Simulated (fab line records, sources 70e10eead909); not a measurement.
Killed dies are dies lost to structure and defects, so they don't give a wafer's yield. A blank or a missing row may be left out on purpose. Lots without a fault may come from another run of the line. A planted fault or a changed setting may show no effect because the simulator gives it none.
Chamber matching | flow nand_harc | NHARC_A_M1_DESCUM_14 on rie_diel-08: 4 sister chambers
The step chemistry O2, time 3 s. 4 wafers are shown with their chamber, then 10 later ones without.

WAFERS WITH THEIR CHAMBER
wafer  | chamber | oes_product_au (a.u.)
L079.5 | 1       | 1.007
L087.5 | 3       | 1.001
L088.3 | 2       | 0.998
L088.5 | 0       | 1.006

WAFERS WITHOUT THEIR CHAMBER
wafer  | oes_product_au (a.u.)
L088.6 | 0.995
L089.2 | 0.988
L089.3 | 1.001
L089.5 | 1.000
L091.1 | 1.015
L091.3 | 1.003
L091.4 | 0.999
L095.3 | 0.997
L095.5 | 0.992
L095.6 | 1.001

WHICH CHAMBER EACH WENT THROUGH
wafer  | from the rows above               | in truth
L088.6 | can't be placed: 2 or 3 or 0 or 1 | 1
L089.2 | can't be placed: 2 or 3 or 0 or 1 | 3
L089.3 | can't be placed: 3 or 2 or 0 or 1 | 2
L089.5 | can't be placed: 3 or 2 or 0 or 1 | 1
L091.1 | can't be placed: 1 or 0 or 3 or 2 | 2
L091.3 | can't be placed: 3 or 0 or 1 or 2 | 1
L091.4 | can't be placed: 2 or 3 or 0 or 1 | 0
L095.3 | can't be placed: 2 or 3 or 0 or 1 | 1
L095.5 | can't be placed: 2 or 3 or 0 or 1 | 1
L095.6 | can't be placed: 3 or 2 or 0 or 1 | 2
Placed correctly: 0 of 10. Can't be placed from these rows: 10 (the true chamber is among the candidates in 10). Placed wrongly: 0.
How it was worked out, from the rows above alone: a wafer's distance from a chamber is the root of the sum, over the readings, of the square of ((its reading less the chamber's mean) divided by the reading's scatter). The wafer belongs to the nearest chamber; if the next one is less than 2 further off, it can't be placed. A chamber's mean is the mean of its shown wafers. The scatter: with one shown wafer a chamber, the root of the mean of the squares of how far each hidden wafer lies from its nearest shown one.
